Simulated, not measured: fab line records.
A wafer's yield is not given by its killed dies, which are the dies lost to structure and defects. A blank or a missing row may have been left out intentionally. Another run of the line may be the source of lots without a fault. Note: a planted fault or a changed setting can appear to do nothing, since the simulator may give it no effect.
Problem report, 8D (eight disciplines) form, completed by code + flow n5_finfet + the parts of the form that need people (team, actions taken, sign-off) are left out

1. PROBLEM STATEMENT
Wafers without a fault read 143.5 s, standard deviation 0.41; run_length_s at N5_BEOL_M3_ETCH_70 reads a mean of 153.2 s on 3 wafers belonging to 2 lots. Measured from the usual mean, that is +24 standard deviations.
The step: etches SOC in N2/H2, target depth 80 nm, overetch 16 nm, time 120 s.
The first sign was on wafer L957.1 at day 9 16:25, on rie_diel-03. At this step, 26 wafers from 9 lots have a number in the record. Rule for "out" (also "out of limits"): further than 4 standard deviations from the usual mean. All remaining wafers that have a number are taken as sound.

2. WHAT IT IS, AND WHAT IT ISN'T
| question                    | is                     | is not                                                                                                  |
|-----------------------------|------------------------|---------------------------------------------------------------------------------------------------------|
| which readings at this step | run_length_s           | drypump_motor_current_A, oes_product_au, rf_vpp_V, showerhead_plenum_p_Torr, throttle_valve_pct         |
| which lots                  | L957, L959             | L949, L965, L967, L969, L970, L971, L972                                                                |
| which wafers of those lots  | L957.1, L957.6, L959.6 | L957.2, L959.3                                                                                          |
| read on which tools         | rie_diel-03            | rie_diel-01, rie_diel-04                                                                                |
| when                        | from day 9 16:25       | up to then (4 sound wafers); but 19 sound wafers of L959, L965, L967, L969, L970, L971, L972 came after |

3. THE SUSPECTS, EACH WITH WHAT RULES IT OUT
Counting: any tool at a process step up to the reading remains a suspect provided it ran every lot that is out. Sound lots after the first of them don't rule it out here, since some wafers of a struck lot are sound.
- rie_diel-03 at N5_BEOL_M3_ETCH_70 (etches SOC in N2/H2, target depth 80 nm, overetch 16 nm, time 120 s): kept. Ran every lot that is out, first one L957 (day 9 16:25); last sound lot up to then L949 (day 7 05:33). Out on those wafers are its own readings of run_length_s.
After counting, what remains is rie_diel-03 at N5_BEOL_M3_ETCH_70.

4. THE CAUSE (what the simulator had put in)
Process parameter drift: rie_diel-03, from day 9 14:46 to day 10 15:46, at N5_BEOL_M3_ETCH_70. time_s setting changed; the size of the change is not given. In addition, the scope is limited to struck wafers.
Only this tool survived the counting.

5. THE CHAIN OF EFFECTS, in route order
Rows list readings where the struck wafers' mean (over those with a number) sits beyond 3 standard deviations from the usual. Only readings whose record carries a usual standard deviation are examined. hours: median over the lots of the time between each lot's start at the first step of this table that gives one and its start at this step. sigmas: the change, counted in usual standard deviations.
| hours | step               | reading      | usual   | on struck wafers | change | sigmas |
|-------|--------------------|--------------|---------|------------------|--------|--------|
| 0     | N5_BEOL_M3_ETCH_70 | run_length_s | 143.5 s | 153.2            | +9.7   | +24    |
The process steps in it:
- N5_BEOL_M3_ETCH_70: etches SOC in N2/H2, target depth 80 nm, overetch 16 nm, time 120 s.
Later steps that measure or inspect, where all struck wafers having a row at the step show a number for every such reading and not one has moved that far: N5_BEOL_M4_RC_MEAS_101.

6. HOW IT WOULD HAVE BEEN CAUGHT EARLIER
In this record the first reading out of limits was taken at day 9 16:25, 2 hours after the fault began at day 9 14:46.
